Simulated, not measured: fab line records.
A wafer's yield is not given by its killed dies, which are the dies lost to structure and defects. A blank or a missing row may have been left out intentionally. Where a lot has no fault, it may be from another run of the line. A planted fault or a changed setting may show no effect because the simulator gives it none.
Split-lot study | flow n5-finfet | route with 1938 steps; 7 lots, 21 wafers read

## THE SPLIT ITSELF
At N5_ZERO_LAYER_EXPOSE_08 (exposes mask ZERO, defocus 0 nm, target cd 2000 nm), the setting dose-mj was moved away from the recipe's 16.2 on 11 of the 21 wafers read, by -4.8% to +2.0%. This setting was run at the recipe's value on the other wafers.

## FROM THE SPLIT TO THE READING: what the file shows between them, 3 steps
- N5_ZERO_LAYER_PEB_09
- N5_ZERO_LAYER_DEVELOP_10: develop time 60 s
- N5_ZERO_LAYER_HARDBAKE_23: time 120 s

## THE READING
Shown in nm: cd-nm at N5_ZERO_LAYER_CD_MEAS_11, with target cd 2000 nm. Typical for fault-free wafers on this fab line: 1999.7 nm, with standard deviation 1.9 nm.

wafer  | tool, chamber at the split | dose-mj as run | against the recipe | cd-nm, nm | against lot-mates on the recipe
L078.1 | krf-scanner-01, 0          | 16.53          | +2.0%              | 2002.9    | +3.2
L078.4 | krf-scanner-01, 0          | 16.2           | recipe             | 1999.7    | -
L078.5 | krf-scanner-01, 0          | 16.53          | +2.0%              | 2001.8    | +2.1
L079.1 | krf-scanner-01, 0          | 15.62          | -3.6%              | 1992.7    | -9.8
L079.2 | krf-scanner-01, 0          | 16.2           | recipe             | 2002.5    | -
L079.6 | krf-scanner-01, 0          | 15.62          | -3.6%              | 1992.8    | -9.7
L080.1 | krf-scanner-01, 0          | 16.2           | recipe             | 2000.1    | -
L080.2 | krf-scanner-01, 0          | 16.2           | recipe             | 1996.1    | -
L080.3 | krf-scanner-01, 0          | 16.2           | recipe             | 2000.0    | -
L082.2 | krf-scanner-01, 0          | 15.58          | -3.8%              | 1993.6    | -7.1
L082.4 | krf-scanner-01, 0          | 16.2           | recipe             | 2000.7    | -
L082.6 | krf-scanner-01, 0          | 15.58          | -3.8%              | 1992.3    | -8.4
L083.1 | krf-scanner-01, 0          | 16.2           | recipe             | 2001.1    | -
L083.5 | krf-scanner-01, 0          | 15.59          | -3.8%              | 1994.1    | -6.3
L083.6 | krf-scanner-01, 0          | 16.2           | recipe             | 1999.8    | -
L085.4 | krf-scanner-01, 0          | 15.42          | -4.8%              | 1990.6    | -13.5
L085.5 | krf-scanner-01, 0          | 16.2           | recipe             | 2004.1    | -
L085.6 | krf-scanner-01, 0          | 15.42          | -4.8%              | 1990.8    | -13.3
L097.2 | krf-scanner-02, 0          | 16.51          | +1.9%              | 2004.2    | +6.1
L097.3 | krf-scanner-02, 0          | 16.51          | +1.9%              | 1997.0    | -1.1
L097.5 | krf-scanner-02, 0          | 16.2           | recipe             | 1998.1    | -

FIT RESULTS
A straight line over all 21 wafers: cd-nm changes by +1.67 nm for each +1% of dose-mj; r = +0.88; the points scatter about the line by 2.2 nm.
The same after taking each lot's own level away (the mean of its wafers on the recipe; 21 wafers): +2.21 nm for each +1%; r = +0.94; scatter 1.9 nm.
Per that fit: largest dose-mj move, reading shift of 11 nm.
The span of the lots' own levels, 1998.10 to 2004.10 nm, comes to 3.2 times the standard deviation stated above.
So the lot-to-lot level changes the slope: the two fits differ.
Check: -10.8 nm against its lot-mates is what the line predicts for one of the wafers moved furthest among these (-4.8%) when that wafer is left out of the fit. It came out at -13.5 nm against them.

## FILE'S OWN FIT
cd-nm changes by +2.25 nm for each +1% of dose-mj, r = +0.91.
